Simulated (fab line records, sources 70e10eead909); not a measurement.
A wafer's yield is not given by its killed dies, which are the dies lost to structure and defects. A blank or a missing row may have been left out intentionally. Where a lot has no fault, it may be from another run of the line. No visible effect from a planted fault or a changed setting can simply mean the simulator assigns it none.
fab line records -- flow nandHarc
record: lots: 12, wafers: 36, lastDay: 25
route steps=1159 shown P_ZERO_WELL@67 P_STI@90 P_GATE@124 END@1159
lots untouched by any fault: they come from a run of this same line in which no faults occurred
startH: start of the lot's first displayed wafer, in hours after the record's first day -- waitH: time in hours since the lot's previous step -- " the same as in the row above -- L1.1+2: one row covering several wafers at once -- - no value present, or no start provided -- * or withheld: withheld -- < > ~ a bound
route shown NAME@n: NAME is a module with steps in the file, n the number in the route of the first one -- usual: average and standard deviation across the fault-free wafers -- same: alike in all rows -- chamber/n: place in a boat -- sites: the reading at each site -- _std_site: the standard deviation of these -- _edge_site: outer sites' mean less inner sites' -- radiusMm: how far each site lies from the wafer's centre -- mask NAME#n: copy n -- behind: the last tool/chamber to shape the wafer -- hold: cause of the lot's hold/its duration in hours/its outcome -- device: whichever transistor did not switch (one of n, p or np) -- end of line: at the end of the route, the tests of the same wafers -- a step without rows: its recipe alone -- killed: count of dies lost to structure and defects at first sort (not the wafer's yield) -- map: dies across one wafer; x = killed, . = not, _ = none there
set.NAME: the setting as run; set.NAME@STEP: as run at that earlier step -- model.NAME: the simulator's own value behind a step, which no gauge read
steps of the route over a sample of lots; a table a step, a row a wafer
services: a tool's chamber out of use, with start hour (startH, from the record's first day; less than 0 if before it), hours out, and reason
== steps ==
step: NHARC_P_ZERO_WELL_RTA_42
recipe: tempC: 1100, timeS: 300
usual: lampPowerPct: 34/4.2, lamp_zone_4_pct: 34/4.2, wafer_temp_C_max: 1104.7/1.2
lot.wafer,tool,chamber,startH,waitH,lampPowerPct,lamp_zone_4_pct,wafer_temp_C_max
L160.3,rtpAnneal-01,0,18.90,-,31,31,1105.1
L160.4,rtpAnneal-01,0,18.90,-,31,31,1105.1
L160.6,rtpAnneal-01,0,18.90,-,31,31,1106.4
L161.3,rtpAnneal-01,0,25.30,-,31,31,1105.8
L161.5,rtpAnneal-01,0,25.30,-,31,31,1104.3
L161.6,rtpAnneal-01,0,25.30,-,31,31,1106.0
L163.2,rtpAnneal-01,0,37.16,-,31,31,1104.3
L163.3,rtpAnneal-01,0,37.16,-,31,31,1104.9
L163.4,rtpAnneal-01,0,37.16,-,31,31,1104.7
L164.2,rtpAnneal-02,0,43.29,-,39,39,1103.1
L164.4,rtpAnneal-02,0,43.29,-,39,39,1103.0
L164.5,rtpAnneal-02,0,43.29,-,39,39,1103.5
L172.1,rtpAnneal-02,0,91.10,-,39,39,1103.7
L172.3,rtpAnneal-02,0,91.10,-,39,39,1104.3
L172.5,rtpAnneal-02,0,91.10,-,39,39,1103.3
L173.3,rtpAnneal-01,0,97.12,-,31,31,1105.5
L173.5,rtpAnneal-01,0,97.12,-,31,31,1106.1
L173.6,rtpAnneal-01,0,97.12,-,31,31,1104.4
L174.1,rtpAnneal-01,0,102.77,-,31,31,1106.2
L174.3,rtpAnneal-01,0,102.77,-,31,31,1106.0
L174.5,rtpAnneal-01,0,102.77,-,31,30,1106.4
L175.2,rtpAnneal-02,0,109.00,-,39,39,1104.5
L175.3,rtpAnneal-02,0,109.00,-,39,39,1104.1
L175.6,rtpAnneal-02,0,109.00,-,39,39,1103.3
L176.1,rtpAnneal-01,0,115.21,-,31,30,1104.3
L176.2,rtpAnneal-01,0,115.21,-,31,31,1107.3
L176.6,rtpAnneal-01,0,115.21,-,31,31,1104.8
L178.4,rtpAnneal-01,0,127.26,-,31,31,1104.7
L178.5,rtpAnneal-01,0,127.26,-,31,31,1104.3
L178.6,rtpAnneal-01,0,127.26,-,31,31,1104.3
L181.2,rtpAnneal-01,0,144.86,-,31,31,1107.7
L181.4,rtpAnneal-01,0,144.86,-,31,31,1104.7
L181.6,rtpAnneal-01,0,144.86,-,31,31,1105.5
L183.2,rtpAnneal-01,0,156.92,-,31,31,1104.8
L183.3,rtpAnneal-01,0,156.92,-,31,30,1104.7
L183.6,rtpAnneal-01,0,156.92,-,31,31,1105.4
step: NHARC_P_STI_ETCH_15
recipe: targetDepthA: 3000, taperDeg: 4, timeS: 100.1, hbrFlowSccm: 150, cl2FlowSccm: 50, rfW: 400, icpW: 400, biasW: 100, chemistry: HBr/Cl2
usual: drypumpMotorCurrentA: 5.8/0.4, oesProductAu: 1.001/0.012, throttleValvePct: 26.406/0.0092
lot.wafer,tool,chamber,startH,waitH,drypumpMotorCurrentA,oesProductAu,rfHoursCounterH,throttleValvePct
L160.3,rieSi-04,2,38.75,-,5.9,1.024,0.8,26.405
L160.4,rieSi-04,0,38.75,-,5.8,0.997,0.7,26.413
L160.6,rieSi-04,3,38.75,-,5.5,0.980,-,26.398
L161.3,rieSi-06,2,38.95,-,5.6,1.002,0.2,26.406
L161.5,rieSi-06,0,38.95,-,6.5,1.024,-,26.404
L161.6,rieSi-06,1,38.95,-,5.6,1.003,-,26.399
L163.4,rieSi-06,2,50.68,-,5.6,0.993,0.2,26.411
L163.3,rieSi-06,0,50.68,-,6.5,1.016,0.2,26.400
L163.2,rieSi-06,1,50.68,-,5.6,1.012,0.3,26.408
L164.4,rieSi-04,2,60.39,-,5.9,0.998,1.0,26.410
L164.2,rieSi-04,3,60.39,-,5.5,0.996,0.7,26.405
L164.5,rieSi-04,2,60.39,-,5.9,0.998,-,26.395
L172.3,rieSi-04,3,108.11,-,5.5,1.005,0.0,26.412
L172.1,rieSi-04,1,108.11,-,6.0,1.015,0.0,26.404
L172.5,rieSi-04,2,108.11,-,5.9,0.990,-,26.400
L173.3,rieSi-06,2,114.85,-,5.6,0.987,0.8,26.392
L173.5,rieSi-06,2,114.85,-,5.6,0.985,-,26.400
L173.6,rieSi-06,3,114.85,-,6.4,1.010,-,26.429
L174.1,rieSi-03,0,120.96,-,4.8,0.997,1.0,26.423
L174.3,rieSi-03,2,120.96,-,5.4,1.025,0.8,26.398
L174.5,rieSi-03,3,120.96,-,6.0,0.985,-,26.408
L175.2,rieSi-06,0,125.53,-,6.5,1.018,0.7,26.388
L175.3,rieSi-06,1,125.53,-,5.6,0.987,0.8,26.397
L175.6,rieSi-06,0,125.53,-,6.5,1.024,-,26.410
L176.1,rieSi-03,0,131.85,-,4.8,0.993,1.1,26.403
L176.2,rieSi-03,1,131.85,-,5.7,1.007,0.8,26.412
L176.6,rieSi-03,3,131.85,-,6.0,0.965,-,26.403
L178.4,rieSi-06,2,144.26,-,5.6,1.005,1.0,26.411
L178.6,rieSi-06,1,144.26,-,5.6,0.995,-,26.404
L178.5,rieSi-06,2,144.26,-,5.7,0.994,-,26.396
L181.2,rieSi-06,1,164.00,-,5.6,0.985,1.3,26.404
L181.4,rieSi-06,3,164.00,-,6.4,0.996,1.1,26.388
L181.6,rieSi-06,1,164.00,-,5.6,0.987,-,26.412
L183.3,rieSi-04,2,174.87,-,5.9,0.997,0.5,26.420
L183.2,rieSi-04,3,174.87,-,5.5,0.994,0.4,26.408
L183.6,rieSi-04,1,174.87,-,6.1,1.017,-,26.394
step: NHARC_P_GATE_DESCUM_13
recipe: timeS: 3, o2FlowSccm: 200, arFlowSccm: 0, biasPowerW: 0, chemistry: O2
usual: drypumpMotorCurrentA: 5.7/0.45, oesProductAu: 1.001/0.012, rfVppV: 57.7/1, showerheadPlenumPTorr: 1.89/0.1, throttleValvePct: 11.312/0.0093
lot.wafer,tool,chamber,startH,waitH,drypumpMotorCurrentA,oesProductAu,rfHoursCounterH,rfVppV,showerheadPlenumPTorr,throttleValvePct
L161.3,rieDiel-13,3,76.77,-,4.8,0.999,26,54.9,1.78,11.319
L161.5,rieDiel-13,2,76.77,-,5.8,1.000,-,57.5,1.79,11.306
L161.6,rieDiel-13,3,76.77,-,4.8,1.005,-,57.8,1.78,11.324
L160.3,rieDiel-13,2,76.89,-,5.8,0.991,27,57.0,1.79,11.309
L160.4,rieDiel-13,3,76.89,-,4.8,0.990,26,57.0,1.78,11.326
L160.6,rieDiel-13,3,76.89,-,4.8,0.991,-,57.7,1.78,11.324
L163.4,rieDiel-13,0,90.23,-,6.1,1.012,30,56.5,1.84,11.309
L163.3,rieDiel-13,1,90.23,-,5.9,0.994,31,60.3,2.02,11.322
L163.2,rieDiel-13,3,90.23,-,4.8,0.994,29,57.7,1.78,11.312
L164.4,rieDiel-01,2,100.39,-,6.3,0.992,41,58.2,2.05,11.303
L164.2,rieDiel-01,0,100.39,-,5.9,0.988,41,57.5,1.78,11.308
L164.5,rieDiel-01,2,100.39,-,6.4,0.998,-,59.3,2.05,11.327
L174.3,rieDiel-03,3,154.40,-,5.6,1.006,37,57.5,1.91,11.313
L174.1,rieDiel-03,2,154.40,-,5.5,1.013,42,57.1,1.98,11.307
L174.5,rieDiel-03,3,154.40,-,5.6,1.011,-,56.9,1.91,11.311
L173.3,rieDiel-13,1,154.44,-,5.9,0.984,8,56.9,2.01,11.314
L173.5,rieDiel-13,0,154.44,-,6.1,1.019,-,57.8,1.84,11.306
L173.6,rieDiel-13,1,154.44,-,5.9,0.993,-,59.6,2.01,11.306
L175.3,rieDiel-13,3,154.61,-,4.8,1.001,10,58.3,1.77,11.321
L175.2,rieDiel-13,1,154.61,-,5.9,1.002,8,57.2,2.01,11.296
L175.6,rieDiel-13,2,154.61,-,5.9,0.989,-,58.1,1.78,11.318
L172.1,rieDiel-03,3,154.66,-,5.6,1.018,38,58.4,1.91,11.300
L172.3,rieDiel-03,0,154.66,-,5.7,0.990,42,57.7,1.97,11.303
L172.5,rieDiel-03,2,154.66,-,5.5,1.019,-,57.9,1.98,11.317
L176.2,rieDiel-01,2,168.43,-,6.3,0.976,4,59.1,2.04,11.309
L176.1,rieDiel-01,1,168.43,-,5.2,0.989,4,57.5,2.08,11.315
L176.6,rieDiel-01,3,168.43,-,5.1,1.011,-,57.6,2.01,11.309
L178.4,rieDiel-13,1,186.96,-,5.9,0.999,14,60.4,2.01,11.314
L178.6,rieDiel-13,0,186.96,-,6.1,1.007,-,58.3,1.84,11.296
L178.5,rieDiel-13,1,186.96,-,5.9,0.994,-,58.9,2.01,11.315
L181.4,rieDiel-13,1,203.15,-,5.9,1.008,18,58.0,2.01,11.298
L181.2,rieDiel-13,2,203.15,-,5.8,0.990,21,57.6,1.78,11.306
L181.6,rieDiel-13,0,203.15,-,6.1,1.026,-,57.7,1.84,11.308
L183.3,rieDiel-03,2,213.21,-,5.5,1.014,62,57.7,1.97,11.320
L183.2,rieDiel-03,3,213.21,-,5.6,1.014,60,57.7,1.90,11.325
L183.6,rieDiel-03,3,213.21,-,5.6,1.013,-,58.8,1.90,11.295
step: NHARC_P_GATE_DEP_103
recipe: targetThkA: 300, targetThkNm: 30, tempC: 400, flowSccm: 200, rfW: 350, material: SiON
usual: heaterPowerOuterW: 444/51, heaterPowerW: 767/74
lot.wafer,tool,chamber,startH,waitH,heaterPowerOuterW,heaterPowerW,sinceWetCleanH
L161.3,pecvd-03,2,91.47,0.5,429,734,-
L161.5,pecvd-03,1,91.47,0.5,468,790,-
L161.6,pecvd-03,2,91.47,0.5,430,728,-
L161.3,pecvd-03,2,91.91,0.4,430,737,-
L161.5,pecvd-03,1,91.91,0.4,461,792,-
L161.6,pecvd-03,2,91.91,0.4,438,737,-
L160.3,pecvd-04,1,91.66,0.4,463,769,64
L160.6,pecvd-04,2,91.66,0.4,499,854,-
L160.4,pecvd-04,1,91.66,0.4,462,756,-
L160.3,pecvd-04,1,92.03,0.3,431,762,-
L160.6,pecvd-04,2,92.03,0.3,505,843,-
L160.4,pecvd-04,1,92.03,0.3,453,772,-
L163.2,pecvd-03,1,103.72,0.5,359,663,161
L163.4,pecvd-03,1,103.72,0.5,360,648,-
L163.3,pecvd-03,2,103.72,0.5,425,712,-
L164.2,pecvd-04,2,113.23,0.6,475,822,86
L164.4,pecvd-04,2,113.23,0.6,484,820,-
L164.5,pecvd-04,1,113.23,0.6,405,704,-
L164.2,pecvd-04,2,113.59,0.3,496,833,-
L164.4,pecvd-04,2,113.59,0.3,483,851,-
L164.5,pecvd-04,1,113.59,0.3,399,655,-
L175.2,pecvd-01,1,169.89,0.4,360,634,101
L175.3,pecvd-01,2,169.89,0.4,541,853,101
L175.6,pecvd-01,2,169.89,0.4,545,867,-
L172.3,pecvd-04,0,170.02,0.3,363,714,143
L172.1,pecvd-04,2,170.02,0.3,493,819,143
L172.5,pecvd-04,2,170.02,0.3,478,831,-
L173.3,pecvd-01,1,170.58,0.4,370,629,102
L173.6,pecvd-01,1,170.58,0.4,360,617,-
L173.5,pecvd-01,2,170.58,0.4,565,900,-
L174.1,pecvd-04,1,170.66,0.6,426,714,143
L174.3,pecvd-04,0,170.66,0.6,385,714,143
L174.5,pecvd-04,2,170.66,0.6,454,796,-
L176.1,pecvd-03,2,183.07,0.6,435,736,59
L176.2,pecvd-03,1,183.07,0.6,462,796,59
L176.6,pecvd-03,2,183.07,0.6,454,752,-
L178.4,pecvd-01,2,199.64,0.3,602,920,-
L178.6,pecvd-01,0,199.64,0.3,433,776,-
L178.5,pecvd-01,1,199.64,0.3,397,658,-
L181.2,pecvd-04,2,215.63,0.4,440,736,7
L181.6,pecvd-04,2,215.63,0.4,448,771,-
L181.4,pecvd-04,0,215.63,0.4,430,785,-
L183.2,pecvd-03,0,228.96,0.5,410,788,105
L183.3,pecvd-03,1,228.96,0.5,503,859,105
L183.6,pecvd-03,1,228.96,0.5,501,856,-
step: NHARC_END_SORT_01
recipe: tempC: 25
usual: killedAtArray: 27/10, killedAtOther: 0.6/0.96, killedAtPeriphery: 3.4/2.7, killedDies: 31/10, killedOpen: 2.9/1.8, killedShort: 1.8/1.4
same: grossDies: 677
lot.wafer,tool,chamber,startH,waitH,killedAtArray,killedAtOther,killedAtPeriphery,killedDies,killedOpen,killedShort
L161.3,prober-02,0,458.76,3.1,22,2,0,24,2,4
L161.5,prober-02,0,460.34,3.7,30,1,5,36,3,0
L161.6,prober-02,0,461.13,3.9,22,1,4,27,2,2
killed by level:class
L161.3 A_CHANNEL_HOLE_D1:chamberFilmFlake=9 A_SLIT:chamberFilmFlake=5 A_STAIRCASE:chamberFilmFlake=2 A_SOURCE_PLATE:geometricParticle:short=1 A_ONON_D1:geometricParticle:short=1 A_SGD_CUT:geometricParticle:short=1 A_WL_FILL:geometricParticle:short=1 A_CONTACT:geometricParticle:open=1
L161.5 A_SLIT:chamberFilmFlake=9 A_CHANNEL_HOLE_D1:chamberFilmFlake=8 A_CHANNEL_FILL_D1:chamberFilmFlake=4 P_ZERO_WELL:chamberFilmFlake=2 A_ZERO_WELL:chamberFilmFlake=2 A_STAIRCASE:chamberFilmFlake=2 A_WL_FILL:chamberFilmFlake=2 A_CONTACT:chamberFilmFlake=2
L161.6 A_SLIT:chamberFilmFlake=7 A_CHANNEL_HOLE_D1:chamberFilmFlake=6 A_STAIRCASE:chamberFilmFlake=4 A_CHANNEL_FILL_D1:geometricParticle:short=2 P_GATE:chamberFilmFlake=2 P_GATE:geometricParticle:open=1 P_CONTACT:geometricParticle:open=1 A_CHANNEL_FILL_D1:chamberFilmFlake=1
== services ==
tool,chamber,startH,hours,kind
pecvd-01,1,5.07,7.4,repair
rieSi-06,-,6.09,9.0,pm
pecvd-04,-,14.25,13.0,pm
pecvd-01,1,14.70,3.7,repair
pecvd-03,0,25.79,104.8,repair
pecvd-04,-,28.39,1.0,repair
rieDiel-03,-,38.30,9.0,pm
pecvd-01,-,56.00,13.0,pm
pecvd-01,-,73.74,0.5,repair
pecvd-03,-,85.20,2.8,repair
pecvd-01,0,94.73,7.2,repair
rieDiel-03,3,95.70,5.2,repair
rieSi-04,-,99.00,9.0,pm
rieDiel-13,-,99.01,9.0,pm
pecvd-04,2,103.94,8.4,repair
pecvd-03,-,111.35,13.0,pm
rieDiel-03,3,114.22,4.6,repair
rieDiel-13,1,114.66,9.2,repair
pecvd-03,-,128.65,8.3,repair
rieSi-06,-,183.09,9.0,pm
rieDiel-13,-,187.65,0.8,repair
pecvd-04,-,195.25,13.0,pm
rieSi-06,2,207.44,5.6,repair
rieDiel-03,-,215.35,9.0,pm
== key ==
firstSign: step: NHARC_P_GATE_DEP_103, reading: visit, direction: added
effect none on later readings
metAt NHARC_P_GATE_DEP_103
struckLots L160,L161,L164
testerLeftOut L160,L161,L164
notActingAt NHARC_P_ZERO_WELL_RTA_42,NHARC_P_STI_ETCH_15,NHARC_P_GATE_DESCUM_13
fault: kind: repeatedStepWhole, tool: pecvd-01,pecvd-03,pecvd-04, chamber: -, onsetH: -, steps: NHARC_P_GATE_DEP_103, times: 1, scope: struckLotsOnly
testerLeftOut: of these lots the tester's yield and bins aren't shown, on N5 and GAA mostly nor the transistor test; their killed dies are dies lost to structure and defects alone, not to doping, threshold or leakage, so they don't give the yield
